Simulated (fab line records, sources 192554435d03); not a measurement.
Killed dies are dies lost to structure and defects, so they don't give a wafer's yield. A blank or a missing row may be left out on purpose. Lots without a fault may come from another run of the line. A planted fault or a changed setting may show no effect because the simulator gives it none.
fab line records | flow n5_finfet
record lots=10 wafers=30 last_day=19
route steps=1938 shown PASS1_CAP@1874 TV_LITHO@1884 TV_OPEN@1887 PASSIVATION@1930
lots that met no fault: from a run of the same line without faults
start_h: hours from the record's first day to the start of the lot's first wafer shown | wait_h: hours since the lot's step before | " the same as in the row above | L1.1+2: a row that stands for several wafers | - no value, or no start given | * or withheld: withheld | < > ~ a bound
route shown NAME@n: a module of which the file shows steps, and the number in the route of the first | usual: mean/standard deviation of fault-free wafers | same: alike in all rows | chamber/n: place in a boat | sites: the reading at each site | _std_site: their standard deviation | _edge_site: outer sites' mean less inner sites' | radius_mm: how far each site lies from the wafer's centre | mask NAME#n: copy n | behind: the tool/chamber that last shaped the wafer | hold: why the lot was held/for how many hours/how that ended | device: the transistor (n, p or np) that didn't switch | end of line: the same wafers' tests at the end of the route | a step without rows: its recipe alone | killed: dies lost to structure and defects at the first sort, not the wafer's yield | map: a wafer's dies, x killed, . not, _ none there
set.NAME: the setting as run; set.NAME@STEP: as run at that earlier step | model.NAME: the simulator's own value behind a step, which no gauge read
steps of the route over a sample of lots; a table a step, a row a wafer
services: from which hour (start_h, from the record's first day; less than 0 if before it) a tool's chamber was out of use, for how many hours, and why
## steps
# step N5_PASSIVATION_PECVD_01
# recipe material=SiNx target_thk_a=2000 temp_c=400 precursor=SiH4/NH3/N2 pressure_torr=4.9 rf_w=1406 time_s=43.2
# usual heater_power_w=327/81 showerhead_plenum_p_Torr=8.65/0.064 throttle_valve_pct=28.4/1.2
# columns lot.wafer tool chamber start_h wait_h heater_power_w showerhead_plenum_p_Torr since_wet_clean_h throttle_valve_pct
L238.1 pecvd-02 1 261.25 0.0 384 8.59 2053 27.9
L238.3 " 0 " " 293 8.64 509 28.5
L238.5 " 0 " " 316 8.63 - 28.2
L245.1 pecvd-02 0 323.07 0.0 275 8.64 571 28.5
L245.2 " 2 " " 317 8.69 628 27.4
L245.6 " 2 " " 331 8.69 - 27.3
L243.2 pecvd-04 1 323.08 0.0 359 8.62 1933 31.0
L243.3 " 0 " " 201 8.55 593 27.6
L243.5 " 0 " " 221 8.54 - 27.6
L247.2 pecvd-03 1 323.48 0.0 339 8.76 1752 27.8
L247.4 " 0 " " 404 8.62 - 30.1
L247.6 " 2 " " 257 8.73 - 27.5
L256.3 pecvd-03 2 385.63 0.0 263 8.72 336 27.8
L256.5 " 2 " " 285 8.71 - 27.3
L256.6 " 0 " " 404 8.62 - 30.4
L257.2 pecvd-02 0 396.91 0.0 400 8.62 645 28.9
L257.3 " 2 " " 364 8.68 - 27.3
L257.4 " 0 " " 256 8.61 - 28.5
L259.2 pecvd-04 2 410.14 0.0 233 8.68 528 28.0
L259.5 " 2 " " 244 8.68 - 28.1
L259.6 " 0 " " 174 8.54 - 28.0
L260.1 pecvd-03 0 420.57 0.0 365 8.63 1124 30.1
L260.2 " 1 " " 307 8.78 1849 28.0
L260.5 " 1 " " 320 8.80 - 28.0
L258.3 pecvd-02 1 421.75 0.0 324 8.60 9 26.4
L258.5 " 1 " " 332 8.56 - 26.7
L258.6 " 0 " " 380 8.64 - 28.8
L261.3 pecvd-04 2 437.34 0.0 319 8.69 555 27.9
L261.4 " 1 " " 445 8.62 - 30.8
L261.5 " 2 " " 189 8.68 - 27.9
# step N5_PASSIVATION_OVL_MEAS_60
# recipe points_per_wafer=44
# usual TV_OVL=1/4.8
# columns lot.wafer tool chamber start_h wait_h TV_OVL[nm]
L238.1 overlay-02 0 263.41 0.0 6
L238.3 " 0 " " 8
L238.5 " 0 " " 10
L243.2 overlay-01 0 323.98 0.0 3
L243.3 " 0 " " 5
L243.5 " 0 " " 4
L245.1 overlay-02 0 324.14 0.0 0
L245.2 " 0 " " 0
L245.6 " 0 " " 6
L247.2 overlay-02 0 324.40 0.0 0
L247.4 " 0 " " -6
L247.6 " 0 " " 0
L256.3 overlay-01 0 386.82 0.0 0
L256.5 " 0 " " -6
L256.6 " 0 " " -3
L257.2 overlay-02 0 398.02 0.0 -2
L257.3 " 0 " " 1
L257.4 " 0 " " 0
L259.2 overlay-02 0 410.60 0.0 8
L259.5 " 0 " " 5
L259.6 " 0 " " -1
L260.1 overlay-01 0 421.72 0.0 0
L260.2 " 0 " " 7
L260.5 " 0 " " 2
L258.3 overlay-01 0 422.71 0.0 -3
L258.5 " 0 " " -5
L258.6 " 0 " " -13
L261.3 overlay-02 0 440.78 0.0 1
L261.4 " 0 " " 8
L261.5 " 0 " " 2
# step N5_PASSIVATION_PASS_ETCH_74
# recipe chemistry=CF4/O2 target=SiNx target_depth_a=2200 time_s=110 ion_energy_ev=100 pressure_mtorr=40 source_w=535 bias_w=49 Ar_flow_sccm=100 cf4_flow_sccm=100 O2_flow_sccm=10
# usual drypump_motor_current_A=5.6/0.53 oes_f_703_au=0.76/0.074 oes_product_au=0.77/0.081 rf_fwd_power_W=532.3/1.9 rf_vpp_V=242/4 showerhead_plenum_p_Torr=2.22/0.076 throttle_valve_pct=16.13/0.23
# columns lot.wafer tool chamber start_h wait_h drypump_motor_current_A oes_f_703_au oes_product_au rf_fwd_power_W rf_hours_counter_h rf_vpp_V showerhead_plenum_p_Torr throttle_valve_pct
L238.1 rie_diel-03 1 263.57 0.0 6.0 0.70 0.70 535.2 190 240 2.20 16.28
L238.3 " 2 " " 6.1 0.92 0.96 536.1 9 247 2.26 15.68
L238.5 " 1 " " 6.0 0.70 0.69 531.1 - 239 2.20 16.28
L243.2 rie_diel-04 0 324.15 0.0 5.3 0.70 0.69 532.7 196 246 2.19 15.88
L243.3 " 3 " " 4.9 0.69 0.71 535.5 202 247 2.26 16.17
L243.5 " 2 " " 5.1 0.70 0.69 530.1 - 235 2.10 16.18
L245.1 rie_diel-03 0 324.54 0.0 4.9 0.73 0.73 530.1 202 242 2.09 16.32
L245.2 " 3 " " 6.3 0.86 0.88 530.2 49 238 2.16 16.17
L245.6 " 2 " " 6.2 0.88 0.92 531.2 - 249 2.25 15.72
L247.2 rie_diel-03 0 325.03 0.0 4.9 0.73 0.73 530.3 202 242 2.09 16.33
L247.4 " 1 " " 6.0 0.68 0.68 531.3 207 240 2.19 16.31
L247.6 " 2 " " 6.2 0.88 0.91 533.5 - 248 2.25 15.72
L256.3 rie_diel-04 3 386.94 0.0 4.9 0.68 0.70 531.3 220 246 2.25 16.21
L256.5 " 1 " " 4.9 0.69 0.69 531.3 - 244 2.27 16.49
L256.6 " 3 " " 4.9 0.69 0.70 533.1 - 247 2.25 16.21
L257.2 rie_diel-03 3 398.38 0.0 6.3 0.84 0.84 532.9 73 238 2.15 16.20
L257.3 " 0 " " 4.9 0.71 0.70 532.9 227 241 2.08 16.36
L257.4 " 1 " " 6.1 0.67 0.67 531.2 231 239 2.18 16.37
L259.2 rie_diel-04 1 410.75 0.0 4.9 0.69 0.69 533.8 225 244 2.27 16.53
L259.5 " 1 " " 4.9 0.68 0.68 530.2 - 243 2.27 16.49
L259.6 " 0 " " 5.3 0.68 0.68 532.6 - 246 2.18 15.93
L260.1 rie_diel-03 1 421.99 0.0 6.1 0.67 0.66 530.5 238 240 2.18 16.37
L260.2 " 0 " " 4.9 0.71 0.70 532.1 233 240 2.08 16.39
L260.5 " 1 " " 6.1 0.67 0.66 531.4 - 238 2.18 16.37
L258.3 rie_diel-05 1 422.87 0.0 5.6 0.78 0.78 531.8 124 244 2.32 16.32
L258.5 " 1 " " 5.6 0.77 0.79 535.3 - 244 2.32 16.31
L258.6 " 0 " " 5.8 0.76 0.76 531.6 - 238 2.30 16.06
L261.3 rie_diel-05 3 441.60 0.0 6.1 0.77 0.79 533.3 105 242 2.14 15.82
L261.4 " 0 " " 5.8 0.76 0.76 535.5 141 239 2.30 16.07
L261.5 " 2 " " 5.0 0.82 0.83 532.0 - 243 2.31 16.14
# step N5_PASSIVATION_ETCH_54
# recipe chemistry=CHF3/O2 target=SiO2 target_depth_a=8800 CHF3_flow_sccm=50 O2_flow_sccm=5 Ar_flow_sccm=200 time_s=440 mask_material=PR pressure_mtorr=30 source_w=650 bias_w=170 ion_energy_ev=200
# usual drypump_motor_current_A=5.6/0.32 oes_f_703_au=0.77/0.08 oes_product_au=0.77/0.081 rf_fwd_power_W=649.0/2 rf_vpp_V=526/11 showerhead_plenum_p_Torr=2.41/0.069 throttle_valve_pct=18.99/0.16
# columns lot.wafer tool chamber start_h wait_h drypump_motor_current_A oes_f_703_au oes_product_au rf_fwd_power_W rf_hours_counter_h rf_vpp_V showerhead_plenum_p_Torr throttle_valve_pct
L238.1 rie_diel-02 0 268.00 0.1 6.2 0.74 0.74 649.4 186 514 2.31 18.81
L238.3 " 1 " " 5.2 0.73 0.74 653.0 173 517 2.40 18.85
L238.5 " 1 " " 5.2 0.73 0.74 651.7 - 516 2.40 18.88
L243.2 rie_diel-01 1 328.12 0.1 5.8 0.82 0.83 645.1 79 534 2.44 18.84
L243.3 " 3 " " 5.7 0.70 0.69 654.2 236 530 2.38 19.13
L243.5 " 1 " " 5.8 0.82 0.83 648.3 - 534 2.44 18.83
L245.1 rie_diel-02 3 328.73 0.1 5.1 0.70 0.70 648.5 233 538 2.48 19.28
L245.2 " 0 " " 6.1 0.73 0.72 650.8 208 514 2.31 18.85
L245.6 " 3 " " 5.1 0.70 0.70 651.0 - 540 2.48 19.32
L247.2 rie_diel-02 2 329.32 0.1 5.3 0.69 0.68 648.5 247 538 2.28 19.37
L247.4 " 0 " " 6.2 0.72 0.73 652.1 208 514 2.31 18.86
L247.6 " 2 " " 5.3 0.68 0.68 648.3 - 538 2.28 19.35
L256.3 rie_diel-02 1 390.83 0.1 5.3 0.87 0.72 807.0 219 464 2.39 18.93
L256.5 " 2 " " 5.3 1.17 0.95 806.6 - 493 2.56 18.99
L256.6 " 1 " " 5.3 0.88 0.72 805.2 - 463 2.39 18.94
L257.2 rie_diel-02 0 409.31 0.1 6.1 0.88 0.72 806.0 241 462 2.29 18.93
L257.3 " 2 " " 5.3 1.14 0.92 804.9 19 492 2.56 19.00
L257.4 " 0 " " 6.1 0.88 0.72 806.3 - 461 2.29 18.92
L259.2 rie_diel-01 0 414.91 0.1 5.8 0.74 0.75 648.0 157 527 2.41 19.04
L259.5 " 0 " " 5.7 0.75 0.75 649.2 - 527 2.41 19.04
L259.6 " 3 " " 5.7 0.95 0.93 646.9 - 530 2.37 18.78
L260.1 rie_diel-06 1 426.18 0.1 5.2 0.82 0.83 649.2 92 532 2.36 18.90
L260.2 " 3 " " 5.9 0.97 0.96 649.6 6 516 2.58 18.70
L260.5 " 3 " " 5.9 0.98 0.96 650.4 - 514 2.58 18.69
L258.3 rie_diel-01 0 426.70 0.1 5.7 0.74 0.74 652.5 161 528 2.41 19.06
L258.5 " 1 " " 5.7 0.78 0.80 649.9 - 536 2.42 18.89
L258.6 " 0 " " 5.7 0.74 0.74 648.7 - 527 2.41 19.04
L261.3 rie_diel-01 3 445.44 0.1 5.7 0.93 0.90 649.2 23 529 2.36 18.78
L261.4 " 0 " " 5.7 0.73 0.74 644.9 168 528 2.41 19.05
L261.5 " 0 " " 5.7 0.73 0.74 645.0 - 526 2.41 19.05
## services
# columns tool chamber start_h hours kind
rie_diel-05 3 251.62 3.5 repair
rie_diel-03 - 253.91 0.7 repair
pecvd-03 - 270.84 0.9 repair
pecvd-02 1 295.21 5.2 repair
rie_diel-04 3 309.13 11.7 repair
rie_diel-02 2 312.22 9.2 repair
rie_diel-06 0 324.90 17.4 repair
rie_diel-04 1 326.22 4.5 repair
rie_diel-06 3 332.84 3.2 repair
rie_diel-02 2 339.33 - clean
rie_diel-02 2 339.33 - consumable_replace:focus_ring
rie_diel-02 2 339.33 - consumable_replace:showerhead
rie_diel-04 3 358.52 5.5 repair
rie_diel-02 1 370.46 5.3 repair
pecvd-02 - 386.45 0.3 repair
pecvd-03 - 392.12 5.5 pm
pecvd-04 - 393.50 14.6 pm
rie_diel-02 1 395.15 19.8 repair
pecvd-03 2 400.30 5.6 repair
rie_diel-01 0 400.75 3.4 repair
pecvd-04 - 416.77 1.2 repair
rie_diel-01 1 418.16 1.6 repair
rie_diel-02 2 442.12 2.3 repair
rie_diel-05 - 442.44 0.6 repair
## key
first_sign step=N5_PASSIVATION_ETCH_54 reading=rf_fwd_power_W direction=up sigmas=79 usual=* struck=*
effect step=N5_PASSIVATION_ETCH_54 reading=rf_vpp_V direction=down sigmas=5 usual=526 struck=473
met_at N5_PASSIVATION_ETCH_54
struck_lots L256,L257
not_acting_at N5_PASSIVATION_PECVD_01,N5_PASSIVATION_OVL_MEAS_60,N5_PASSIVATION_PASS_ETCH_74
onset_between 329.32 390.83
fault kind=process_parameter_drift tool=rie_diel-02 chamber=- onset_h=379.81 steps=N5_PASSIVATION_ETCH_54 channel=source_w offset=156 shape=step end_h=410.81 acts_in=these_recipes_only stated=650
